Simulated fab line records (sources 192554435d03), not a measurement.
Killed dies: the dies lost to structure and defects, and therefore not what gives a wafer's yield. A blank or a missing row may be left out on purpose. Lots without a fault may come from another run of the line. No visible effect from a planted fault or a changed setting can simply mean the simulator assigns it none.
fab line records	flow n5_finfet
record lots=7	wafers=39
route steps=1938 shown BEOL_M7@1308 BEOL_M10@1470 BEOL_M11@1573
start_h: start of the lot's first displayed wafer, in hours after the record's first day	wait_h: hours since the lot's step before	" identical to the entry in the row above	L1.1+2: a single row standing in for several wafers	- no value present, or no start provided	* or withheld: withheld	< > ~ a bound
route shown NAME@n: NAME is a module with steps in the file, n the number in the route of the first one	usual: mean and standard deviation over wafers with no fault	same: alike in all rows	chamber/n: place in a boat	sites: per-site readings	_std_site: the standard deviation of these	_edge_site: the outer-site mean with the inner-site mean subtracted	radius_mm: for every site, how far away it sits from the centre of the wafer	mask NAME#n: copy n	behind: the last tool/chamber to shape the wafer	hold: reason for holding the lot/hours on hold/outcome of the hold	device: the transistor (n, p or np) that didn't switch	end of line: tests run on the same wafers once the route is complete	where a step has no rows: the recipe by itself	killed: the dies lost at the first sort to structure and to defects; this is not the yield of the wafer	map: a wafer's dies, x killed, . not, _ none there
set.NAME: the setting that was run; set.NAME@STEP: the one run at that earlier step	model.NAME: the simulator's own value behind a step, which no gauge read
lots run with intentionally changed settings; tables by step, rows by wafer
## steps
# step N5_BEOL_M7_TRENCH_ETCH_37
# recipe chemistry=C4F6/O2	target_depth_a=934.78	target=SiCOH_lowk	time_s=31.2	ion_energy_ev=250	pressure_mtorr=30	source_w=345	bias_w=185	Ar_flow_sccm=300	C4F6_flow_sccm=10	O2_flow_sccm=10
lot.wafer	tool	chamber	start_h	wait_h	set.target_depth_a	model.BEOL_M7.feature_depth_nm	model.etch.depth_nm	model.TiN_of_BEOL_M7_HM_DEP_02.thk_nm
L075.1	rie_diel-04	1	-	-	934.78	92	92.03	16.8
L075.2	"	0	"	"	934.78	95.8	95.9	16.6
L075.3	"	2	"	"	396.9	40	40.05	18.4
L075.4	"	3	"	"	934.78	94.2	94.17	16.6
L075.5	"	3	"	"	396.9	40.2	40.19	18.6
L075.6	"	2	"	"	396.9	40.2	40.19	18
L084.1	rie_diel-04	0	-	-	934.78	95.4	95.46	17
L084.2	"	1	"	"	934.78	94	94.1	17.4
L084.3	"	2	"	"	934.78	95.8	95.71	17.4
L084.4	"	3	"	"	934.78	95.2	95.17	17.2
L084.5	"	0	"	"	934.78	96	95.95	17.2
L084.6	"	3	"	"	934.78	94.8	94.82	17.2
L086.1	rie_diel-04	2	-	-	934.78	95	94.95	17.6
L086.2	"	0	"	"	934.78	94.6	94.64	17.4
L086.3	"	1	"	"	934.78	93.2	93.26	17.6
L086.4	"	3	"	"	934.78	94	93.94	17.4
L086.5	"	0	"	"	934.78	94.6	94.61	17.8
L086.6	"	1	"	"	934.78	92.6	92.52	17.4
L091.1	rie_diel-02	3	-	-	934.78	90.6	90.52	17.4
L091.2	"	0	"	"	934.78	89.4	89.31	17.4
L091.4	"	2	"	"	934.78	93.6	93.66	17
L090.1	rie_diel-06	2	-	-	934.78	91.8	91.84	17
L090.2	"	3	"	"	934.78	96.2	96.21	17.2
L090.3	"	0	"	"	1258	125.2	125.3	16.2
L090.4	"	0	"	"	1258	125.6	125.6	16.2
L090.5	"	3	"	"	934.78	95.8	95.83	16.8
L090.6	"	2	"	"	1258	122	122	16.4
L094.1	rie_diel-04	1	-	-	934.78	91.8	91.89	17.2
L094.2	"	0	"	"	934.78	94.6	94.56	17
L094.3	"	2	"	"	934.78	94.2	94.24	17.6
L094.4	"	1	"	"	626.8	62	61.98	18.2
L094.5	"	0	"	"	626.8	63.6	63.65	18.2
L094.6	"	2	"	"	626.8	63.8	63.8	18.2
L095.1	rie_diel-04	0	-	-	425.1	42.2	42.27	19.2
L095.2	"	3	"	"	425.1	41.8	41.74	18.6
L095.3	"	1	"	"	934.78	91.8	91.87	17.2
L095.4	"	2	"	"	934.78	93.2	93.23	17
L095.5	"	2	"	"	425.1	42.4	42.48	18.6
L095.6	"	1	"	"	934.78	92.2	92.22	17.6
# step N5_BEOL_M7_ETCH_41
# recipe chemistry=CH3F/O2	target=SiCN	target_depth_a=319	taper_deg=2	time_s=57.8	ion_energy_ev=120	mask_material=TiN	pressure_mtorr=30	source_w=395	bias_w=75	Ar_flow_sccm=150	CH3F_flow_sccm=30	O2_flow_sccm=20
# step N5_BEOL_M7_STRIP_80
# recipe chemistry=N2/H2	time_s=10	power_w=450	temp_c=40	pressure_mtorr=20	rf_frequency_hz=6e+07	bias_power_w=7	n2_flow_sccm=200	h2_flow_sccm=200
# step N5_BEOL_M7_OCD_MEAS_38
# usual trench_depth_nm=93.3/1.8
lot.wafer	tool	chamber	start_h	wait_h	set.target_depth_a@BEOL_M7_TRENCH_ETCH_37	trench_depth_nm
L075.1	ocd-02	-	198.50	-	934.78	91.6
L075.2	"	-	"	"	934.78	96.2
L075.3	"	-	"	"	396.9	40.7
L075.4	"	-	"	"	934.78	93.9
L075.5	"	-	"	"	396.9	40.3
L075.6	"	-	"	"	396.9	40.0
L084.1	ocd-01	-	244.52	-	934.78	95.8
L084.2	"	-	"	"	934.78	94.0
L084.3	"	-	"	"	934.78	95.8
L084.4	"	-	"	"	934.78	95.2
L084.5	"	-	"	"	934.78	96.2
L084.6	"	-	"	"	934.78	95.1
L086.1	ocd-02	-	274.29	-	934.78	94.7
L086.2	"	-	"	"	934.78	95.4
L086.3	"	-	"	"	934.78	93.4
L086.4	"	-	"	"	934.78	94.2
L086.5	"	-	"	"	934.78	95.2
L086.6	"	-	"	"	934.78	92.3
L091.1	ocd-01	-	295.00	-	934.78	90.9
L091.2	"	-	"	"	934.78	89.0
L091.4	"	-	"	"	934.78	93.9
L090.1	ocd-01	-	312.26	-	934.78	92.5
L090.2	"	-	"	"	934.78	96.2
L090.3	"	-	"	"	1258	125.6
L090.4	"	-	"	"	1258	125.9
L090.5	"	-	"	"	934.78	96.2
L090.6	"	-	"	"	1258	122.3
L094.1	ocd-01	-	344.66	-	934.78	91.5
L094.2	"	-	"	"	934.78	94.6
L094.3	"	-	"	"	934.78	94.3
L094.4	"	-	"	"	626.8	62.3
L094.5	"	-	"	"	626.8	63.8
L094.6	"	-	"	"	626.8	63.9
L095.1	ocd-02	-	379.53	-	425.1	42.5
L095.2	"	-	"	"	425.1	42.1
L095.3	"	-	"	"	934.78	91.9
L095.4	"	-	"	"	934.78	92.8
L095.5	"	-	"	"	425.1	42.2
L095.6	"	-	"	"	934.78	92.1
# step N5_BEOL_M7_HM_STRIP_39
# recipe chemistry=peroxide_tin_strip	material=TiN	target_depth_a=250	temp_c=50	time_s=158
# step N5_BEOL_M7_SRD_40
# recipe time_s=30	temp_c=23	rinse_liquid=diw	dry=ipa_marangoni
# step N5_BEOL_M7_ECD_50
# recipe material=Cu	target_thk_a=3000
# step N5_BEOL_M7_ANNEAL_51
# recipe temp_c=225	time_s=90	ambient=N2
# step N5_BEOL_M7_CMP_52
# recipe stop_on=SiCOH_lowk	t_overpolish_s=6.9	down_force_psi=1	platen_rpm=50	clearing_platen_down_force_psi=1.5	clearing_platen_rpm=50	post_cmp_clean=cu_alkaline	target_thk_nm=80	clearing_platen_pad_velocity_m_s=0.99484	pad_velocity_m_s=0.99484
lot.wafer	tool	chamber	start_h	wait_h	set.target_depth_a@BEOL_M7_TRENCH_ETCH_37	model.Cu_of_BEOL_M7_ECD_50.thk_nm
L075.3	cmp-03	2	201.59	0.2	396.9	25.6
L075.4	"	3	"	"	934.78	82
L075.2	"	0	"	"	934.78	82.4
L075.1	"	1	"	"	934.78	79
L075.5	"	2	"	"	396.9	24.8
L075.6	"	3	"	"	396.9	27.2
L084.2	cmp-04	2	246.31	0.2	934.78	81.6
L084.1	"	3	"	"	934.78	82
L084.3	"	0	"	"	934.78	83.2
L084.4	"	1	"	"	934.78	82.6
L084.5	"	2	"	"	934.78	82.2
L084.6	"	3	"	"	934.78	81
L086.3	cmp-01	1	278.76	0.2	934.78	78.8
L086.2	"	2	"	"	934.78	81.8
L086.4	"	3	"	"	934.78	80.6
L086.1	"	0	"	"	934.78	82
L086.6	"	1	"	"	934.78	78
L086.5	"	2	"	"	934.78	80.8
L091.1	cmp-04	0	296.66	0.3	934.78	77.8
L091.2	"	1	"	"	934.78	76.2
L091.4	"	2	"	"	934.78	79.8
L090.2	cmp-04	1	314.21	0.2	934.78	81.6
L090.4	"	2	"	"	1258	111.4
L090.3	"	3	"	"	1258	110.8
L090.1	"	0	"	"	934.78	77.2
L090.5	"	1	"	"	934.78	81.2
L090.6	"	2	"	"	1258	106
L094.3	cmp-03	0	346.74	0.2	934.78	82.6
L094.4	"	1	"	"	626.8	48.8
L094.1	"	2	"	"	934.78	78.6
L094.2	"	3	"	"	934.78	83.6
L094.5	"	0	"	"	626.8	51
L094.6	"	1	"	"	626.8	51.6
L095.2	cmp-04	0	384.37	0.4	425.1	28.8
L095.1	"	1	"	"	425.1	28.2
L095.3	"	2	"	"	934.78	76.8
L095.4	"	3	"	"	934.78	80.2
L095.6	"	0	"	"	934.78	78
L095.5	"	1	"	"	425.1	28
# step N5_BEOL_M7_THK_MEAS_53
# recipe thk_meas_gauge=xrf	reads=Cu_of_BEOL_M7_ECD_50
# usual M7_THK=80.0/2.1
lot.wafer	tool	chamber	start_h	wait_h	set.target_depth_a@BEOL_M7_TRENCH_ETCH_37	M7_THK[nm]
L075.1	film_metro-02	-	201.88	-	934.78	79.2
L075.2	"	-	"	"	934.78	82.2
L075.3	"	-	"	"	396.9	25.4
L075.4	"	-	"	"	934.78	81.5
L075.5	"	-	"	"	396.9	24.8
L075.6	"	-	"	"	396.9	27.1
L084.1	film_metro-01	-	246.60	-	934.78	82.9
L084.2	"	-	"	"	934.78	82.9
L084.3	"	-	"	"	934.78	83.5
L084.4	"	-	"	"	934.78	83.1
L084.5	"	-	"	"	934.78	82.9
L084.6	"	-	"	"	934.78	81.8
L086.1	film_metro-01	-	279.06	-	934.78	82.2
L086.2	"	-	"	"	934.78	82.3
L086.3	"	-	"	"	934.78	79.3
L086.4	"	-	"	"	934.78	80.7
L086.5	"	-	"	"	934.78	81.2
L086.6	"	-	"	"	934.78	78.3
L091.1	film_metro-01	-	296.92	-	934.78	77.9
L091.2	"	-	"	"	934.78	76.2
L091.4	"	-	"	"	934.78	79.8
L090.1	film_metro-02	-	314.50	-	934.78	77.4
L090.2	"	-	"	"	934.78	81.4
L090.3	"	-	"	"	1258	110.8
L090.4	"	-	"	"	1258	111.5
L090.5	"	-	"	"	934.78	81.0
L090.6	"	-	"	"	1258	106.2
L094.1	film_metro-02	-	347.03	-	934.78	78.6
L094.2	"	-	"	"	934.78	83.9
L094.3	"	-	"	"	934.78	83.3
L094.4	"	-	"	"	626.8	49.1
L094.5	"	-	"	"	626.8	51.5
L094.6	"	-	"	"	626.8	52.0
L095.1	film_metro-02	-	384.66	-	425.1	28.1
L095.2	"	-	"	"	425.1	28.6
L095.3	"	-	"	"	934.78	76.5
L095.4	"	-	"	"	934.78	79.6
L095.5	"	-	"	"	425.1	27.7
L095.6	"	-	"	"	934.78	77.4
# step N5_BEOL_M7_PRE_CLEAN_55
# recipe gas=NH3	time_s=15	temp_c=withheld	rf_power_w=300
# step N5_BEOL_M7_DEP_56
# recipe material=SiCN	target_thk_a=100	temp_c=withheld	precursor=3MS/NH3	pressure_torr=3	rf_w=202	time_s=17.5
# step N5_BEOL_M7_RS_MEAS_57
# recipe thk_meas_gauge=four-point-probe	reads=Cu_of_BEOL_M7_ECD_50+Co_of_BEOL_M7_CVD_78+TaN_of_BEOL_M7_ALD_77
# usual M7_RS=0.287/0.0085
lot.wafer	tool	chamber	start_h	wait_h	set.target_depth_a@BEOL_M7_TRENCH_ETCH_37	M7_RS[ohm/sq]
L075.1	film_metro-01	-	202.01	0.1	934.78	0.291
L075.2	"	-	"	"	934.78	0.276
L075.3	"	-	"	"	396.9	1.224
L075.4	"	-	"	"	934.78	0.278
L075.5	"	-	"	"	396.9	1.270
L075.6	"	-	"	"	396.9	1.127
L084.1	film_metro-01	-	246.73	0.1	934.78	0.278
L084.2	"	-	"	"	934.78	0.279
L084.3	"	-	"	"	934.78	0.273
L084.4	"	-	"	"	934.78	0.276
L084.5	"	-	"	"	934.78	0.277
L084.6	"	-	"	"	934.78	0.283
L086.1	film_metro-02	-	279.20	0.1	934.78	0.278
L086.2	"	-	"	"	934.78	0.279
L086.3	"	-	"	"	934.78	0.292
L086.4	"	-	"	"	934.78	0.283
L086.5	"	-	"	"	934.78	0.283
L086.6	"	-	"	"	934.78	0.295
L091.1	film_metro-01	-	297.05	0.1	934.78	0.297
L091.2	"	-	"	"	934.78	0.303
L091.4	"	-	"	"	934.78	0.287
L090.1	film_metro-02	-	314.63	0.1	934.78	0.298
L090.2	"	-	"	"	934.78	0.279
L090.3	"	-	"	"	1258	0.196
L090.4	"	-	"	"	1258	0.195
L090.5	"	-	"	"	934.78	0.281
L090.6	"	-	"	"	1258	0.207
L094.1	film_metro-01	-	347.16	0.1	934.78	0.293
L094.2	"	-	"	"	934.78	0.272
L094.3	"	-	"	"	934.78	0.276
L094.4	"	-	"	"	626.8	0.522
L094.5	"	-	"	"	626.8	0.494
L094.6	"	-	"	"	626.8	0.487
L095.1	film_metro-01	-	384.80	0.1	425.1	1.071
L095.2	"	-	"	"	425.1	1.046
L095.3	"	-	"	"	934.78	0.300
L095.4	"	-	"	"	934.78	0.285
L095.5	"	-	"	"	425.1	1.083
L095.6	"	-	"	"	934.78	0.295
# step N5_BEOL_M10_ILD_DEP_00
# recipe material=SiCOH_lowk	target_thk_a=3085.1	temp_c=300	precursor=DEMS/porogen	pressure_torr=5	rf_w=500	time_s=58
lot.wafer	tool	chamber	start_h	wait_h	set.time_s	model.SiCOH_lowk_of_BEOL_M10_ILD_DEP_00.thk_nm
L075.1	pecvd-03	1	217.54	0.0	58	306.6
L075.2	"	2	"	"	58	304
L075.3	"	0	"	"	72.07	376.4
L075.4+6	"	0,1	"	"	72.07	381.4
L075.5	"	2	"	"	58	306.2
L084.1	pecvd-01	1	270.39	0.0	58	306.2
L084.2	"	0	"	"	58	307
L084.3	"	2	"	"	58	303
L084.4	"	0	"	"	58	310.4
L084.5	"	1	"	"	58	308.8
L084.6	"	2	"	"	58	309.6
L086.1	pecvd-03	1	295.19	0.0	58	310.8
L086.2	"	2	"	"	58	310.2
L086.3	"	0	"	"	48.44	258.8
L086.4	"	0	"	"	48.44	263.8
L086.5	"	1	"	"	48.44	267.8
L086.6	"	2	"	"	58	310.4
L091.1	pecvd-04	1	313.48	0.0	58	305.8
L091.2	"	0	"	"	58	310.8
L091.4	"	0	"	"	58	309.8
L090.1	pecvd-01	1	332.18	0.0	58	303.4
L090.2	"	0	"	"	58	310.6
L090.3	"	2	"	"	58	305.6
L090.4	"	1	"	"	67.48	359.2
L090.5	"	0	"	"	67.48	360.6
L090.6	"	2	"	"	67.48	357
L094.1	pecvd-01	0	366.96	0.0	58	306.6
L094.2	"	1	"	"	58	299.4
L094.3	"	2	"	"	58	300
L094.4	"	2	"	"	58	311
L094.5	"	0	"	"	58	308
L094.6	"	1	"	"	58	307.6
L095.1	pecvd-01	1	405.88	0.0	58	308.8
L095.2	"	2	"	"	58	301.6
L095.3	"	0	"	"	58	308.2
L095.4	"	1	"	"	26.77	141.8
L095.5	"	2	"	"	26.77	143.6
L095.6	"	0	"	"	26.77	149.2
# step N5_BEOL_M10_CURE_71
# recipe temp_c=385	time_s=240	ambient=He/Ar	material=SiCOH_lowk
lot.wafer	tool	chamber	start_h	wait_h	set.time_s@BEOL_M10_ILD_DEP_00	model.SiCOH_lowk_of_BEOL_M10_ILD_DEP_00.thk_nm
L075.1	uv_cure-03	1	217.61	0.0	58	266.4
L075.2	"	1	"	"	58	264
L075.3	"	1	"	"	72.07	328.2
L075.4+6	"	1	"	"	72.07	332.6
L075.5	"	1	"	"	58	266
L084.1	uv_cure-03	2	270.47	0.0	58	265.8
L084.2	"	2	"	"	58	266.6
L084.3	"	2	"	"	58	263.2
L084.4	"	2	"	"	58	269.8
L084.5	"	2	"	"	58	268.2
L084.6	"	2	"	"	58	269
L086.1	uv_cure-01	1	295.27	0.0	58	270
L086.2	"	1	"	"	58	269.4
L086.3	"	1	"	"	48.44	224.2
L086.4	"	1	"	"	48.44	228.6
L086.5	"	1	"	"	48.44	232
L086.6	"	1	"	"	58	269.8
L091.1	uv_cure-02	0	313.59	0.1	58	265.6
L091.2	"	0	"	"	58	270
L091.4	"	0	"	"	58	269.2
L090.1	uv_cure-03	2	332.26	0.0	58	263.6
L090.2	"	2	"	"	58	269.8
L090.3	"	2	"	"	58	265.4
L090.4	"	2	"	"	67.48	313
L090.5	"	2	"	"	67.48	314
L090.6	"	2	"	"	67.48	311
L094.1	uv_cure-02	1	367.04	0.0	58	266.2
L094.2	"	1	"	"	58	260
L094.3	"	1	"	"	58	260.4
L094.4	"	1	"	"	58	270.2
L094.5	"	1	"	"	58	267.4
L094.6	"	1	"	"	58	267.2
L095.1	uv_cure-01	2	405.96	0.0	58	268.2
L095.2	"	2	"	"	58	261.8
L095.3	"	2	"	"	58	267.8
L095.4	"	2	"	"	26.77	122
L095.5	"	2	"	"	26.77	123.6
L095.6	"	2	"	"	26.77	128.4
# step N5_BEOL_M10_THK_MEAS_01
# recipe reads=SiCOH_lowk_of_BEOL_M10_ILD_DEP_00
# usual M10_ILD_THK=268/3.4
lot.wafer	tool	chamber	start_h	wait_h	set.time_s@BEOL_M10_ILD_DEP_00	M10_ILD_THK[nm]
L075.1	film_metro-02	-	218.13	0.4	58	266
L075.2	"	-	"	"	58	264
L075.3	"	-	"	"	72.07	328
L075.4	"	-	"	"	72.07	333
L075.5	"	-	"	"	58	266
L075.6	"	-	"	"	72.07	333
L084.1	film_metro-02	-	270.98	0.4	58	266
L084.2	"	-	"	"	58	267
L084.3	"	-	"	"	58	263
L084.4	"	-	"	"	58	270
L084.5	"	-	"	"	58	268
L084.6	"	-	"	"	58	269
L086.1	film_metro-01	-	295.78	0.4	58	270
L086.2	"	-	"	"	58	269
L086.3	"	-	"	"	48.44	224
L086.4	"	-	"	"	48.44	229
L086.5	"	-	"	"	48.44	232
L086.6	"	-	"	"	58	270
L091.1	film_metro-01	-	314.10	0.4	58	266
L091.2	"	-	"	"	58	270
L091.4	"	-	"	"	58	269
L090.1	film_metro-01	-	332.77	0.4	58	264
L090.2	"	-	"	"	58	270
L090.3	"	-	"	"	58	266
L090.4	"	-	"	"	67.48	313
L090.5	"	-	"	"	67.48	314
L090.6	"	-	"	"	67.48	311
L094.1	film_metro-02	-	367.55	0.4	58	266
L094.2	"	-	"	"	58	260
L094.3	"	-	"	"	58	261
L094.4	"	-	"	"	58	270
L094.5	"	-	"	"	58	267
L094.6	"	-	"	"	58	267
L095.1	film_metro-02	-	406.47	0.4	58	268
L095.2	"	-	"	"	58	262
L095.3	"	-	"	"	58	268
L095.4	"	-	"	"	26.77	122
L095.5	"	-	"	"	26.77	124
L095.6	"	-	"	"	26.77	128
# step N5_BEOL_M11_ETCH_66
# recipe chemistry=N2/H2	target=SOC	target_depth_a=1200	overetch_a=240	mask_material=SiARC	temp_c=40	time_s=180	ion_energy_ev=200	pressure_mtorr=30	source_w=840	bias_w=150	n2_flow_sccm=200	h2_flow_sccm=200
lot.wafer	tool	chamber	start_h	wait_h	set.time_s	model.etch.depth_nm	model.SiARC_of_BEOL_M11_COAT_64.thk_nm
L075.1	rie_diel-06	1	230.86	0.0	237.4	100.2	20.6
L075.2	"	0	"	"	180	100.2	23
L075.3	"	2	"	"	237.4	100.1	20.6
L075.4	"	3	"	"	180	100.2	22.6
L075.5	"	2	"	"	180	100.1	23
L075.6	"	1	"	"	237.4	100.5	20.4
L084.1	rie_diel-02	1	282.24	0.0	180	100.6	22.8
L084.2	"	2	"	"	180	100.2	22.6
L084.3	"	0	"	"	180	100.4	23.2
L084.4	"	3	"	"	245.8	100.4	20.2
L084.5	"	1	"	"	245.8	100.5	20.2
L084.6	"	0	"	"	245.8	100.3	20.6
L086.1	rie_diel-04	1	305.90	0.0	180	99.95	22.6
L086.2	"	3	"	"	105.6	84.65	25.8
L086.3	"	0	"	"	105.6	85.06	25.6
L086.4	"	2	"	"	180	99.66	22.4
L086.5	"	2	"	"	105.6	85.62	25.6
L086.6	"	1	"	"	180	99.89	22.6
L091.1+4	rie_diel-02	3,2	329.31	0.0	180	100.3	22.8
L091.2	"	1	"	"	180	100.4	22.8
L090.1	rie_diel-04	1	341.20	0.0	78.39	63.28	26.8
L090.2	"	3	"	"	180	100	22.8
L090.3	"	2	"	"	78.39	64.15	26.8
L090.4	"	0	"	"	180	100.3	22.6
L090.5	"	0	"	"	78.39	64.21	26.8
L090.6	"	3	"	"	180	100.2	23
L094.1	rie_diel-02	1	388.01	0.0	180	100.4	23
L094.2	"	0	"	"	180	100.1	23
L094.3	"	2	"	"	180	100.2	22.6
L094.4	"	3	"	"	180	100.3	22.8
L094.5	"	1	"	"	180	100.2	22.8
L094.6	"	2	"	"	180	100	22.6
L095.1	rie_diel-02	3	420.29	0.0	180	100.2	23
L095.2	"	1	"	"	180	100	23
L095.3	"	2	"	"	180	100	22.8
L095.4	"	0	"	"	180	99.76	23
L095.5	"	1	"	"	180	99.97	23
L095.6	"	0	"	"	180	99.88	23
## key
split step=N5_BEOL_M7_TRENCH_ETCH_37	setting=target_depth_a	stated=934.78	by=wafer
response step=N5_BEOL_M7_TRENCH_ETCH_37	reading=model.BEOL_M7.feature_depth_nm	change=+0.919	per=1%	r=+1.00
response step=N5_BEOL_M7_TRENCH_ETCH_37	reading=model.etch.depth_nm	change=+0.919	per=1%	r=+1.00
response step=N5_BEOL_M7_TRENCH_ETCH_37	reading=model.TiN_of_BEOL_M7_HM_DEP_02.thk_nm	change=-0.0275	per=1%	r=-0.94
response step=N5_BEOL_M7_OCD_MEAS_38	reading=trench_depth_nm	change=+0.914	per=1%	r=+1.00
response step=N5_BEOL_M7_CMP_52	reading=model.Cu_of_BEOL_M7_ECD_50.thk_nm	change=+0.928	per=1%	r=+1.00
response step=N5_BEOL_M7_THK_MEAS_53	reading=M7_THK	change=+0.926	per=1%	r=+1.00
response step=N5_BEOL_M7_RS_MEAS_57	reading=M7_RS	change=-0.0123	per=1%	r=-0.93
split step=N5_BEOL_M10_ILD_DEP_00	setting=time_s	stated=58	by=wafer
response step=N5_BEOL_M10_ILD_DEP_00	reading=model.SiCOH_lowk_of_BEOL_M10_ILD_DEP_00.thk_nm	change=+3.01	per=1%	r=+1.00
response step=N5_BEOL_M10_CURE_71	reading=model.SiCOH_lowk_of_BEOL_M10_ILD_DEP_00.thk_nm	change=+2.64	per=1%	r=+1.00
response step=N5_BEOL_M10_THK_MEAS_01	reading=M10_ILD_THK	change=+2.65	per=1%	r=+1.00
split step=N5_BEOL_M11_ETCH_66	setting=time_s	stated=180	by=wafer
response step=N5_BEOL_M11_ETCH_66	reading=model.etch.depth_nm	shape=bent	at_lowest=63.88	at_stated=100.1	at_highest=100.4
response step=N5_BEOL_M11_ETCH_66	reading=model.SiARC_of_BEOL_M11_COAT_64.thk_nm	change=-0.0721	per=1%	r=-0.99
